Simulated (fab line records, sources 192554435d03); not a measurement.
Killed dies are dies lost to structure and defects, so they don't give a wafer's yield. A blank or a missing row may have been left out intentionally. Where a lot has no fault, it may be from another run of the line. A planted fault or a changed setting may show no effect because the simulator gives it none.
Struck lot and sound lot, side by side ; flow n5Finfet ; 15 steps out of a route of 1938
Sound: these wafers, L208.2, L208.3, L208.4. The struck wafers were L207.1, L207.5, L207.6. At the end, the cause is stated.
Each step with rows lists, per side, the tool, then ch with its chambers, then its first start. Under that, the readings that differ: sound wafers ; struck wafers ; difference of the means ; sigmas: that difference in standard deviations of wafers without a fault.
alike: readings whose means differ by less than 2 such deviations, and words and numbers that are the same on both sides. not compared: withheld readings, readings that some wafer has no value for, bounds like >300 that may hide the same value, and numbers for which the record gives no deviation and whose values overlap.
A row with sigmas, a row that says differs or no value, or rows on one side alone: a step with any of these is where the two part. Numbers that have no deviation but don't overlap get no sigmas and don't part them. A reading that every wafer of one side lacks parts them only if that side has two wafers or more.

first, 7 steps without rows for these wafers: N5_MOL_CONTACT_COAG_COAT_58 (time 60 s, resist thk 10 nm); N5_MOL_CONTACT_COAG_COAT_02 (resist thk 30 nm); N5_MOL_CONTACT_COAG_EBR_04; N5_MOL_CONTACT_COAG_SOFTBAKE_03 (time 60 s); N5_MOL_CONTACT_COAG_EXPOSE_05 (exposes mask CA, defocus 0 nm); N5_MOL_CONTACT_COAG_PEB_06 (peb time 60 s); N5_MOL_CONTACT_COAG_DEVELOP_07 (develop time 30 s).
N5_MOL_CONTACT_COAG_CD_MEAS_08 targets a cd of 28 nm.
  sound on cdSem-03 ch 0, day 7 21:43; struck on cdSem-03 ch 0, day 7 17:39
  alike: cdNm
N5_MOL_CONTACT_COAG_OVL_MEAS_09:
  sound on overlay-01 ch 0, day 7 21:44; struck on overlay-02 ch 0, day 7 17:41
  alike: CA_OVL
N5_MOL_CONTACT_COAG_INSPECT_10: inspects for defects (brightfield).
  sound on defectInspect-02, day 7 21:48; struck on defectInspect-01, day 7 17:44
  alike: rawDefectCount
N5_MOL_CONTACT_COAG_DESCUM_13: chemistry O2, time 7 s.
  sound on rieDiel-03 ch 0,2,3, day 7 21:50; struck on rieDiel-01 ch 1,2, day 7 17:46
  alike: biasPowerW, drypumpMotorCurrentA, oesProductAu, rfVppV, showerheadPlenumPTorr, throttleValvePct
  not compared: rfHoursCounterH
N5_MOL_CONTACT_COAG_ETCH_59: etches underlayer in N2/H2, target depth 13 nm, time 10.4 s.
  sound on rieDiel-03 ch 0,2,3, day 7 21:52; struck on rieDiel-01 ch 1,2, day 7 17:49
  alike: drypumpMotorCurrentA, etchRfOnTimeS, oesProductAu, rfVppV, showerheadPlenumPTorr, throttleValvePct
  not compared: rfHoursCounterH
N5_MOL_CONTACT_COAG_ETCH_105: etches SiARC in CF4, target depth 15.6 nm, time 26 s.
  sound on rieDiel-03 ch 0,2,3, day 7 21:53; struck on rieDiel-01 ch 1,2, day 7 17:50
reading;sound;struck;difference;sigmas
etchRfOnTimeS (s);26.4 26.4 26.0;30.9 31.0 31.1;+4.7;+8
  alike: drypumpMotorCurrentA, oesProductAu, rfVppV, showerheadPlenumPTorr, throttleValvePct
  not compared: rfHoursCounterH
N5_MOL_CONTACT_COAG_ETCH_106: etches SOC in N2/H2, target depth 80 nm, overetch 16 nm, time 120 s.
  sound on rieDiel-03 ch 0,2,3, day 7 21:55; struck on rieDiel-01 ch 1,2, day 7 17:52
  alike: drypumpMotorCurrentA, oesProductAu, rfVppV, showerheadPlenumPTorr, throttleValvePct
  not compared: rfHoursCounterH
-- here the record skips 5 days between the struck wafers' starts before and after, leaving off in module MOL_CONTACT_COAG and picking up in module BEOL_M4 (first step shown: number 1111 of the route) --
N5_BEOL_M4_RC_MEAS_101:
  sound on prober-02 ch 0, day 13 19:52; struck on prober-02 ch 0, day 12 22:34
  alike: DIBL_N, DIBL_P, IOFF_N, IOFF_P, ION_N, ION_P, SS_N, SS_P, VT_N, VT_P

WHERE THEY PART
At N5_MOL_CONTACT_COAG_ETCH_105 and nowhere else, as far as this record goes. Later steps at which nothing parts them and some readings are alike: N5_MOL_CONTACT_COAG_ETCH_106, N5_BEOL_M4_RC_MEAS_101.

WHY: whatever the simulator had introduced
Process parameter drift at N5_MOL_CONTACT_COAG_ETCH_105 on rieDiel-01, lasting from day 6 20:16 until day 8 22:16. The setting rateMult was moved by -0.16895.
